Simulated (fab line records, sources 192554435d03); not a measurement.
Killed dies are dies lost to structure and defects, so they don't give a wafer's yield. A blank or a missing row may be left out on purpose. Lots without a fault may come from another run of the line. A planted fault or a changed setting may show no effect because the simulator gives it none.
A struck lot beside a sound one | flow n5_finfet | 41 steps out of a route of 1938
Sound: wafers L818.2, L818.4, L818.6. Struck: wafer L831.1. The cause comes at the end.
At each step with rows: each side's tool, then ch and its chambers, then its first start. Under that, the readings that differ: sound wafers | struck wafers | difference of the means | sigmas: that difference in standard deviations of wafers without a fault.
alike: readings whose means differ by less than 2 such deviations, and words and numbers that are the same on both sides. not compared: withheld readings, readings that some wafer has no value for, bounds like >300 that may hide the same value, and numbers for which the record gives no deviation and whose values overlap.
The two part at a step that has a row with sigmas, a row that says differs or no value, or rows on one side only. Numbers that don't overlap but have no deviation are shown without sigmas and don't part them. A reading that every wafer of one side lacks parts them only if that side has two wafers or more.

first, 2 steps without rows for these wafers: N5_BEOL_M14_DEVELOP_27 (develop time 45 s); N5_BEOL_M14_HARDBAKE_32 (time 120 s).
N5_BEOL_M14_CD_MEAS_28: target cd 284.4 nm.
  sound on cd_sem-03 ch 0, day 12 05:31; struck on cd_sem-01 ch 0, day 17 04:32
  alike: cd_nm
N5_BEOL_M14_OVL_MEAS_29:
  sound on overlay-02 ch 0, day 12 05:33; struck on overlay-01 ch 0, day 17 04:34
  alike: M14_OVL
N5_BEOL_M14_INSPECT_30: inspects for defects (macro).
  sound on defect_inspect-01, day 12 05:34; struck on defect_inspect-01, day 17 04:35
  alike: raw_defect_count
then, 1 step without rows for these wafers: N5_BEOL_M14_DESCUM_33 (chemistry O2, time 7.9 s).
N5_BEOL_M14_ETCH_67: etches SiARC in CF4, target depth 143 nm, time 238.3 s.
  sound on rie_diel-04 ch 0,2,3, day 12 05:38; struck on rie_diel-05 ch 3, day 17 04:39
  reading                         | sound             | struck | difference | sigmas
  rf_vpp_V (V)                    | 183.1 185.1 184.4 | 181.6  | -2.6       | -3
  showerhead_plenum_p_Torr (Torr) | 2.12 2.18 2.18    | 2.05   | -0.11      | -2
  alike: drypump_motor_current_A, etch_rf_on_time_s, oes_product_au, throttle_valve_pct
  not compared: rf_hours_counter_h
then, 2 steps without rows for these wafers: N5_BEOL_M14_ETCH_68 (etches SOC in N2/H2, time 450 s); N5_BEOL_M14_STRIP_69 (strips in N2/H2).
N5_BEOL_M14_TRENCH_ETCH_34: etches SiO2 in C4F8/O2/Ar, target depth 556.65 nm, time 126.9 s.
  sound on rie_diel-04 ch 0,2,3, day 12 06:04; struck on rie_diel-05 ch 3, day 17 05:04
  reading                         | sound          | struck | difference | sigmas
  showerhead_plenum_p_Torr (Torr) | 3.42 3.50 3.50 | 3.30   | -0.17      | -2
  alike: drypump_motor_current_A, oes_product_au, rf_vpp_V, throttle_valve_pct
  not compared: rf_hours_counter_h
then, 1 step without rows for these wafers: N5_BEOL_M14_STRIP_70 (strips in C4F8/O2/Ar).
N5_BEOL_M14_OCD_MEAS_35:
  sound on ocd-02, day 12 06:13; struck on ocd-01, day 17 05:13
  alike: trench_depth_nm
N5_BEOL_M14_STRIP_37: strips in O2.
  sound on rie_diel-04 ch 0,1,2, day 12 06:28; struck on rie_diel-04 ch 1, day 17 08:34
  alike: drypump_motor_current_A, oes_product_au, rf_vpp_V, showerhead_plenum_p_Torr, throttle_valve_pct
  not compared: rf_hours_counter_h
then, 5 steps without rows for these wafers: N5_BEOL_M14_ETCH_38 (etches SiCN in CF4/N2, target depth 106.5 nm, time 120.6 s); N5_BEOL_M14_PRECLEAN_39 (cleans in residue remover, time 60 s); N5_BEOL_M14_SRD_40 (time 30 s, dry time 30 s); N5_BEOL_M14_DEGAS_41 (time 60 s); N5_BEOL_M14_PRE_CLEAN_42 (time 30 s).
N5_BEOL_M14_SPUTTER_43: material TaN, target thk 15 nm, time 24.19 s.
  sound on pvd_sputter-01, day 12 06:53; struck on pvd_sputter-02, day 17 09:13
  alike: throttle_valve_pct
N5_BEOL_M14_SPUTTER_44: material Ta, target thk 15 nm, time 24.19 s.
  sound on pvd_sputter-01, day 12 06:58; struck on pvd_sputter-02, day 17 09:19
  alike: throttle_valve_pct
then, 3 steps without rows for these wafers: N5_BEOL_M14_SPUTTER_45 (material Cu, target thk 100 nm, time 16.67 s); N5_BEOL_M14_ECD_47 (material Cu, target thk 1248 nm); N5_BEOL_M14_ANNEAL_48 (time 90 s).
N5_BEOL_M14_CMP_49: polishes, stops on SiO2, t overpolish 5.2 s, target thk 560 nm.
  sound on cmp-03 ch 1,2,3, day 12 07:44; struck on cmp-03 ch 2, day 17 10:04
  reading                      | sound             | struck | difference | sigmas
  barrier_field_endpoint_s (s) | 11.88 12.16 12.06 | 11.30  | -0.73      | -3
  overpolish_run_s (s)         | 5.198 5.169 5.190 | 5.210  | +0.024     | +3
  time_to_endpoint_s (s)       | 125 132 130       | 119    | -10        | -3
  alike: motor_current_A
N5_BEOL_M14_THK_MEAS_50: measures by xrf.
  sound on film_metro-01, day 12 08:02; struck on film_metro-01, day 17 10:21
  alike: M14_THK
then, 2 steps without rows for these wafers: N5_BEOL_M14_PRE_CLEAN_52 (time 15 s); N5_BEOL_M14_DEP_53 (deposits SiCN from 3MS/NH3, target thk 50 nm, time 17.8 s).
N5_BEOL_M14_RS_MEAS_54: measures by four-point-probe.
  sound on film_metro-02, day 12 08:10; struck on film_metro-02, day 17 10:29
  alike: M14_RS
then, 1 step without rows for these wafers: N5_BEOL_M15_ILD_DEP_00 (deposits SiO2 from TEOS/O2, target thk 1629.3 nm, time 346.1 s).
N5_BEOL_M15_THK_MEAS_01:
  sound on film_metro-01, day 12 08:29; struck on film_metro-02, day 17 10:48
  alike: M15_ILD_THK
then, 8 steps without rows for these wafers: N5_BEOL_M15_COAT_58 (time 60 s, resist thk 89 nm); N5_BEOL_M15_COAT_04 (resist thk 800 nm); N5_BEOL_M15_EBR_06; N5_BEOL_M15_SOFTBAKE_05 (time 60 s); N5_BEOL_M15_EXPOSE_07 (exposes mask V14); N5_BEOL_M15_PEB_08 (peb time 90 s); N5_BEOL_M15_DEVELOP_09 (develop time 45 s); N5_BEOL_M15_HARDBAKE_14 (time 120 s).
N5_BEOL_M15_CD_MEAS_10: target cd 360 nm.
  sound on cd_sem-01 ch 0, day 12 08:47; struck on cd_sem-01 ch 0, day 17 11:13
  alike: cd_nm
N5_BEOL_M15_OVL_MEAS_11:
  sound on overlay-02 ch 0, day 12 08:49; struck on overlay-01 ch 0, day 17 11:16
  reading      | sound    | struck | difference | sigmas
  V14_OVL (nm) | 15 10 14 | 0      | -13        | -2
N5_PASSIVATION_PROBE_49:
  sound on prober-01, day 13 01:29; struck on prober-01, day 18 10:42
  reading                 | sound       | struck | difference | sigmas
  killed_at_M4_up         | 20 13 17    | 76     | +59        | +13
  killed_at_contacts      | 35 25 23    | 9      | -19        | -3
  sort_bin_5_function (%) | 6.4 5.8 5.3 | 8.2    | +2.4       | +2
  alike: defect_limited_yield, killed_at_M0_to_M3, killed_at_front_end, killed_at_other, killed_dies, killed_open, killed_short, sort_bin_6_memory, sort_n_pass, sort_yield_pct

WHERE THEY PART
First at N5_BEOL_M14_ETCH_67; last, within this record, at N5_PASSIVATION_PROBE_49.

WHY: what the simulator had put in
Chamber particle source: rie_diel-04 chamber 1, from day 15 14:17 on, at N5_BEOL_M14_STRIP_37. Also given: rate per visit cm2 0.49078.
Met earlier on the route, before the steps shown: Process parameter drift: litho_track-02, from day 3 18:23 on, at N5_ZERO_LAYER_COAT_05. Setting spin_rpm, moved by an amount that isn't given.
